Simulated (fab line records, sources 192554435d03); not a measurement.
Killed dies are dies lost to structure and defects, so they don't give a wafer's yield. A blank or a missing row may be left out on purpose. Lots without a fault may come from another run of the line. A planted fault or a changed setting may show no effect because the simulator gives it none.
Problem report in the 8D (eight disciplines) form, filled by code | flow n5_finfet | the parts of the form that need people (team, actions taken, sign-off) are left out

1. THE PROBLEM
time_to_endpoint_s at N5_BEOL_M14_CMP_49 reads a mean of 93 s on 4 wafers of 3 lots; wafers without a fault read 121 s with a standard deviation of 3.6. That is -7.8 standard deviations from the usual mean.
The step: polishes, stops on SiO2, t overpolish 5.2 s, target thk 560 nm.
First seen on wafer L633.5, day 14 17:34, on cmp-04. The record holds 30 wafers of 11 lots with a number at this step. Rule for "out", or "out of limits": more than 4 standard deviations from the usual mean. The other wafers with a number count as sound.

2. WHAT IT IS AND WHAT IT IS NOT
question                    | is                             | is not
which readings at this step | time_to_endpoint_s             | head_pressure_psi, motor_current_A
which lots                  | L633, L636, L637               | L623, L626, L628, L629, L631, L641, L643, L644
which wafers of those lots  | L633.5, L636.3, L637.3, L637.5 | L633.6, L636.1
read on which tools         | cmp-02, cmp-04                 | cmp-01
when                        | from day 14 17:34              | up to then (16 sound wafers); but 10 sound wafers of L636, L641, L643, L644 came after

3. SUSPECTS, AND WHAT RULES EACH OUT
Counting: a tool at a process step up to the reading stays a suspect if it ran every lot that is out. Sound lots after the first of them don't rule it out here, since some wafers of a struck lot are sound.
- ecd_cu-02 at N5_BEOL_M14_ECD_47 (material Cu, target thk 1248 nm): kept. It ran every lot that is out, first L633 (day 14 17:02); its last sound lot up to then is L631 (day 13 21:38).
Left after counting: ecd_cu-02 at N5_BEOL_M14_ECD_47.

4. THE CAUSE (what the simulator had put in)
Process parameter drift: ecd_cu-02, from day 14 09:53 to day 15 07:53, at N5_BEOL_M14_ECD_47. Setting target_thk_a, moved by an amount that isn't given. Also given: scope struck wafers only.
Counting left only this tool.

5. THE CHAIN OF EFFECTS, in route order
Each row: a reading whose mean over the struck wafers that have a number lies more than 3 standard deviations from the usual. Only readings for which the record gives a usual standard deviation are gone through. hours: the time from each lot's start at the first step in this table that gives one to its start at this step, as a median over the lots. sigmas: the change in usual standard deviations.
hours | step               | reading            | usual | on struck wafers | change | sigmas
0     | N5_BEOL_M14_CMP_49 | time_to_endpoint_s | 121 s | 93               | -28    | -7.8
The process steps in it:
- N5_BEOL_M14_CMP_49: polishes, stops on SiO2, t overpolish 5.2 s, target thk 560 nm.

6. WHAT WOULD HAVE CAUGHT IT SOONER
In this record the first reading out of limits was taken at day 14 17:34, 8 hours after the fault began at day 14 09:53.
Of the lots that are out (3), L637 began N5_BEOL_M14_ECD_47 on ecd_cu-02 after day 14 17:34. A hold on the tool at that time would have spared it.
